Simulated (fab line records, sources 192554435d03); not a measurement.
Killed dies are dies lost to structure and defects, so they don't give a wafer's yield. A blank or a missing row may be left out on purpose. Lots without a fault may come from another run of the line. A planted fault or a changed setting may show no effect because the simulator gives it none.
fab line records | flow n5_finfet
record lots=6 wafers=18 last_day=16
route steps=1938 shown START@1 ZERO_LAYER@2
lots that met no fault: from a run of the same line without faults
start_h: hours from the record's first day to the start of the lot's first wafer shown | wait_h: hours since the lot's step before | " the same as in the row above | L1.1+2: a row that stands for several wafers | - no value, or no start given | * or withheld: withheld | < > ~ a bound
route shown NAME@n: a module of which the file shows steps, and the number in the route of the first | usual: mean/standard deviation of fault-free wafers | same: alike in all rows | chamber/n: place in a boat | sites: the reading at each site | _std_site: their standard deviation | _edge_site: outer sites' mean less inner sites' | radius_mm: how far each site lies from the wafer's centre | mask NAME#n: copy n | behind: the tool/chamber that last shaped the wafer | hold: why the lot was held/for how many hours/how that ended | device: the transistor (n, p or np) that didn't switch | end of line: the same wafers' tests at the end of the route | a step without rows: its recipe alone | killed: dies lost to structure and defects at the first sort, not the wafer's yield | map: a wafer's dies, x killed, . not, _ none there
set.NAME: the setting as run; set.NAME@STEP: as run at that earlier step | model.NAME: the simulator's own value behind a step, which no gauge read
lots at some steps of the route; a table a step, a row a wafer
services: from which hour (start_h, from the record's first day; less than 0 if before it) a tool's chamber was out of use, for how many hours, and why
## steps
# step N5_START_INSPECT_01
# recipe inspect_instrument=unpatterned_scan mode=incoming
# usual raw_defect_count=6.2/2.8
# columns lot.wafer tool chamber start_h wait_h raw_defect_count
L503.3 defect_inspect-02 - 30.03 - 5
L503.5 " - " " 5
L503.6 " - " " 8
L511.1 defect_inspect-02 - 78.03 - 3
L511.3 " - " " 7
L511.5 " - " " 4
L513.3 defect_inspect-02 - 90.03 - 3
L513.4 " - " " 4
L513.6 " - " " 4
L514.2 defect_inspect-02 - 96.03 - 2
L514.3 " - " " 6
L514.6 " - " " 6
L518.1 defect_inspect-01 - 120.03 - 5
L518.3 " - " " 5
L518.6 " - " " 6
L519.1 defect_inspect-02 - 126.03 - 12
L519.3 " - " " 4
L519.5 " - " " 7
# step N5_ZERO_LAYER_PRECLEAN_00
# recipe chemistry=SPM time_s=600 temp_c=120 mix=4:1
# step N5_ZERO_LAYER_SRD_01
# recipe time_s=30 temp_c=23 rinse_liquid=diw dry=n2_spin spin_rpm=1500 dry_time_s=30
# step N5_ZERO_LAYER_PECVD_02
# recipe material=SiO2 target_thk_a=100 temp_c=400 precursor=SiH4/N2O pressure_torr=0.75 rf_w=275 time_s=6
# usual heater_power_outer_w=463/65 heater_power_w=773/86 showerhead_plenum_p_Torr=8.14/0.13
# columns lot.wafer tool chamber start_h wait_h heater_power_outer_w heater_power_w showerhead_plenum_p_Torr
L503.3 pecvd-01 0 30.30 0.0 480 757 8.42
L503.5 " 1 " " 413 718 8.12
L503.6 " 0 " " 488 770 8.40
L511.1 pecvd-04 0 78.30 0.0 473 863 8.16
L511.3 " 2 " " 559 885 8.08
L511.5 " 0 " " 458 839 8.15
L513.3 pecvd-01 0 90.28 0.0 454 730 8.39
L513.4 " 2 " " 470 700 7.94
L513.6 " 0 " " 473 723 8.41
L514.2 pecvd-01 1 96.28 0.0 367 666 8.12
L514.3 " 0 " " 524 819 8.41
L514.6 " 0 " " 528 827 8.41
L518.1 pecvd-01 0 120.30 0.0 433 694 8.41
L518.3 " 1 " " 367 685 8.13
L518.6 " 2 " " 461 718 7.95
L519.1 pecvd-01 2 126.28 0.0 413 649 7.93
L519.3 " 1 " " 350 670 8.11
L519.5 " 2 " " 416 643 7.94
# step N5_ZERO_LAYER_HMDS_04
# recipe time_s=60 temp_c=120
# step N5_ZERO_LAYER_COAT_05
# recipe spin_rpm=1500 resist_thk_nm=1000
# step N5_ZERO_LAYER_EBR_07
# recipe solvent=PGMEA ebr_width_mm=1.5
# step N5_ZERO_LAYER_SOFTBAKE_06
# recipe temp_c=100 time_s=90
# step N5_ZERO_LAYER_EXPOSE_08
# recipe mask_id=ZERO na=0.55 source_shape=conventional sigma_outer=0.8 polarization=unpolarized defocus_nm=0 target_cd_nm=2000 dose_mj=16.2
# usual exposure_dose_mJ_cm2=16.192/0.02 focus_offset_nm=0.1/0.52
# columns lot.wafer tool chamber start_h wait_h mask exposure_dose_mJ_cm2 focus_offset_nm
L503.3 krf_scanner-01 0 30.62 - ZERO#0 16.211 0.8
L503.5 " 0 " " ZERO#0 16.180 0.5
L503.6 " 0 " " ZERO#0 16.191 0.2
L511.1 krf_scanner-01 0 78.61 - ZERO#0 16.155 0.6
L511.3 " 0 " " ZERO#0 16.167 0.9
L511.5 " 0 " " ZERO#0 16.174 1.2
L513.3 krf_scanner-01 - 90.48 - ZERO#0 - -
L513.4 " - " " ZERO#0 - -
L513.6 " - " " ZERO#0 - -
L514.2 krf_scanner-01 - 96.47 - ZERO#0 - -
L514.3 " - " " ZERO#0 - -
L514.6 " - " " ZERO#0 - -
L518.1 krf_scanner-02 0 120.48 - ZERO#0 16.202 -0.1
L518.3 " 0 " " ZERO#0 16.183 -0.3
L518.6 " 0 " " ZERO#0 16.199 -0.2
L519.1 krf_scanner-01 0 126.59 - ZERO#0 16.188 -0.8
L519.3 " 0 " " ZERO#0 16.180 -0.3
L519.5 " 0 " " ZERO#0 16.194 0.2
# step N5_ZERO_LAYER_PEB_09
# recipe peb_temp_c=withheld peb_time_s=*
## services
# columns tool chamber start_h hours kind
pecvd-04 - 10.86 1.2 repair
krf_scanner-01 - 12.80 0.4 repair
krf_scanner-02 - 15.87 1.5 repair
krf_scanner-01 0 17.98 - calibration
krf_scanner-01 - 23.94 1.3 pm
pecvd-01 0 35.32 5.5 scheduled_down
krf_scanner-02 0 41.57 - calibration
krf_scanner-01 - 46.60 1.0 pm
krf_scanner-01 - 66.48 0.8 pm
krf_scanner-02 - 77.86 1.0 pm
krf_scanner-02 - 90.78 1.3 pm
pecvd-04 - 106.11 2.8 pm
krf_scanner-02 - 120.93 0.8 pm
pecvd-04 1 125.18 5.5 scheduled_down
## key
first_sign step=N5_ZERO_LAYER_EXPOSE_08 reading=tool_record direction=missing
effect none on later readings
met_at N5_ZERO_LAYER_EXPOSE_08
struck_wafers L513.3,L513.4,L513.6,L514.2,L514.3,L514.6
later_rows_left_out L513.3,L513.4,L513.6,L514.2,L514.3,L514.6
sort_left_out L513.3,L513.4,L513.6,L514.2,L514.3,L514.6
onset_between 78.61 90.48
fault kind=skipped_step_whole tool=krf_scanner-01 chamber=- onset_h=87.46 steps=N5_ZERO_LAYER_EXPOSE_08 scope=struck_lots_only
# sort_left_out: the simulated sort isn't trusted on such a fault, so these wafers' sort isn't shown, and their yield isn't known
# later_rows_left_out: the simulator's readings of these wafers behind a module that went badly wrong aren't trusted and aren't shown, but for the sort
